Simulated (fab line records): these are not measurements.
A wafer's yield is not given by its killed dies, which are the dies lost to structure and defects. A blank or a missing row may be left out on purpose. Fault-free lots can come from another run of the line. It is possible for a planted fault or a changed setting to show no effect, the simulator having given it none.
Split-lot study -- flow n5_finfet -- route with 1938 steps; 7 lots, 21 wafers read

## ON THE SPLIT
At N5_BEOL_M0_SAQP_DESCUM_45 (chemistry O2, time 7 s), the setting time_s was moved away from the recipe's 7 s on 10 of the 21 wafers read, by -15.6% to +19.6%. This setting was run at the recipe's value on the other wafers.

The split's own step is where the reading is taken.

## THE READING
CAR-EUV_of_BEOL_M0_SAQP_COAT_34.thk_nm (the simulator's own value, which no gauge read), in nm, at N5_BEOL_M0_SAQP_DESCUM_45 (chemistry O2, time 7 s). There is no usual value for it anywhere in the file. Across the 11 wafers here that went through the recipe, the average is 26.1 nm and the standard deviation 0.089 nm.

wafer,"tool, chamber at the split","time_s as run, s",against the recipe,"CAR-EUV_of_BEOL_M0_SAQP_COAT_34.thk_nm, nm",against lot-mates on the recipe
L077.3,"rie_diel-06, 0",5.908,-15.6%,26.6,+0.4
L077.6,"rie_diel-06, 0",5.908,-15.6%,26.6,+0.4
L077.5,"rie_diel-06, 1",7,recipe,26.2,-
L078.1,"rie_diel-05, 0,2,1",7,recipe,26.2,-
L078.2,"rie_diel-05, 0,2,1",7,recipe,26.2,-
L078.3,"rie_diel-05, 0,2,1",7,recipe,26.2,-
L083.4,"rie_diel-06, 0",6.191,-11.6%,26.4,+0.4
L083.5,"rie_diel-06, 0",6.191,-11.6%,26.4,+0.4
L083.6,"rie_diel-06, 1",7,recipe,26,-
L086.1,"rie_diel-03, 2,0,3",7,recipe,26.2,-
L086.4,"rie_diel-03, 2,0,3",7,recipe,26.2,-
L086.5,"rie_diel-03, 2,0,3",7,recipe,26.2,-
L087.1,"rie_diel-05, 3",8.17,+16.7%,25.4,-0.6
L087.4,"rie_diel-05, 3",8.17,+16.7%,25.4,-0.6
L087.6,"rie_diel-05, 0",7,recipe,26,-
L088.2,"rie_diel-05, 3,0,0",6.365,-9.1%,26.4,no lot-mate on the recipe
L088.3,"rie_diel-05, 3,0,0",6.365,-9.1%,26.4,no lot-mate on the recipe
L088.5,"rie_diel-05, 3,0,0",6.365,-9.1%,26.4,no lot-mate on the recipe
L092.2,"rie_diel-05, 3",7,recipe,26.2,-
L092.3,"rie_diel-05, 1",8.375,+19.6%,25.4,-0.7
L092.5,"rie_diel-05, 3",7,recipe,26,-
If several chambers appear in one row, that row covers several wafers at once and the file leaves open which wafer was in which chamber.

FIT RESULTS
A straight line over all 21 wafers: CAR-EUV_of_BEOL_M0_SAQP_COAT_34.thk_nm changes by -0.0349 nm for each +1% of time_s; r = -0.97; the points scatter about the line by 0.093 nm.
The same after taking each lot's own level away (the mean of its wafers on the recipe; 18 wafers): -0.0327 nm for each +1%; r = -0.99; scatter 0.055 nm.
On that fit, the largest move of time_s shifts the reading by 0.64 nm.
Across the lots, their own levels run from 26.00 to 26.20 nm, a range of 2.2 times the standard deviation given above.
Consequently the slope shifts little with the lot-to-lot level, the two slopes agreeing.
Check: -0.646 nm against its lot-mates is what the line predicts for one of the wafers moved furthest among these (+19.6%) when that wafer is left out of the fit. It came out at -0.7 nm against them.

## THE OTHER SPLITS THESE WAFERS WENT THROUGH
Before the reading, these wafers also passed through other splits. Each is held against what the fit with the lots' levels taken away leaves over:
other split on the same wafers,wafers away from the commonest value,r with CAR-EUV_of_BEOL_M0_SAQP_COAT_34.thk_nm (lot level and that fit taken away)
N5_BEOL_M0_SAQP_PECVD_04 time_s,5,-0.12

## THE FILE'S OWN FIT
CAR-EUV_of_BEOL_M0_SAQP_COAT_34.thk_nm changes by -0.0332 nm for each +1% of time_s, r = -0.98.
